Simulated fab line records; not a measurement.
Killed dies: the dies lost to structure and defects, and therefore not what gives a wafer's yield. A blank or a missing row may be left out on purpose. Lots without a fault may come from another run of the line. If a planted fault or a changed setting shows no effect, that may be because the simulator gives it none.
Problem report, 8D (eight disciplines) form, completed by code :: flow nandHarc :: the parts of the form that need people (team, actions taken, sign-off) are left out

## 1. WHAT WENT WRONG
thkNm at NHARC_A_ONON_D2_THK_MEAS_18 reads a mean of 467 nm on 2 wafers of 2 lots; wafers without a fault read 1000 nm with a standard deviation of 11. Relative to the usual mean, that is a shift of -48 standard deviations.
The step: measures by ellipsometry.
First observed at day 18 17:53: wafer L946.1, on filmMetro-01. At this step, 42 wafers from 14 lots have a number in the record. The rule behind "out" and "out of limits": a value lying over 4 standard deviations away from the usual mean. The rest of the wafers with a number are treated as sound.

## 2. WHAT IT IS AND WHAT IT IS NOT
question: which readings at this step
is: thkNm
is not: -

question: which lots
is: L945, L946
is not: L932, L934, L936, L937, L938, L944, L947, L949, L950, L952, L953, L954

question: which wafers of those lots
is: L945.1, L946.1
is not: L945.2, L945.3, L946.2, L946.5

question: read on which gauges
is: filmMetro-01, filmMetro-02
is not: -

question: when
is: from day 18 17:53
is not: up to then (20 sound wafers); but 20 sound wafers of L945, L947, L949, L950, L952, L953, L954 came after

## 3. THE SUSPECTS, EACH WITH WHAT RULES IT OUT
Counting: any tool at a process step up to the reading remains a suspect provided it ran every lot that is out. Sound lots after the first of them don't rule it out here, since some wafers of a struck lot are sound.
- the gauge at NHARC_A_ONON_D2_THK_MEAS_18: ruled out. Those wafers that are out were read across 2 gauges (filmMetro-01, filmMetro-02).
- pecvdOnon-02 at NHARC_A_ONON_D2_DEP_16 (target thk 1000 nm): kept. Ran every lot that is out, first one L946 (day 18 17:23); last sound lot up to then L938 (day 15 15:24).
Remaining after the count: pecvdOnon-02 at NHARC_A_ONON_D2_DEP_16.

## 4. THE CAUSE (what the simulator had put in)
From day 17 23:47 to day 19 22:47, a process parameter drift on pecvdOnon-02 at NHARC_A_ONON_D2_DEP_16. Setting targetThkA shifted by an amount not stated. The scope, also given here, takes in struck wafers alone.
After counting, this tool was the only one left.

## 5. THE CHAIN OF EFFECTS, in route order
One row per reading whose mean, taken over the struck wafers that have a number, lies over 3 standard deviations from the usual. Only readings for which the record gives a usual standard deviation are gone through. hours: the time from each lot's start at the first step in this table that gives one to its start at this step, as a median over the lots. sigmas: the change in usual standard deviations.
hours: 0
step: NHARC_A_ONON_D2_THK_MEAS_18
reading: thkNm
usual: 1000 nm
on struck wafers: 467
change: -533
sigmas: -48

hours: 283
step: NHARC_END_SORT_01
reading: killedAtArray
usual: 58
on struck wafers: 672
change: +614
sigmas: +41

hours: 283
step: NHARC_END_SORT_01
reading: killedDies
usual: 62
on struck wafers: 677
change: +615
sigmas: +41
Later steps that measure or inspect, where all struck wafers having a row at the step show a number for every such reading and not one has moved that far: NHARC_A_ONON_D2_INSPECT_32.

## 6. HOW IT WOULD HAVE BEEN CAUGHT EARLIER
18 hours passed between the start of the fault at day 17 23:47 and the first reading out of limits at a measuring or inspecting step in this record, taken at day 18 17:53.
L945, from the lots that are out (2), started NHARC_A_ONON_D2_DEP_16 on pecvdOnon-02 later than day 18 17:53. A tool hold placed at that time would have kept it from harm.
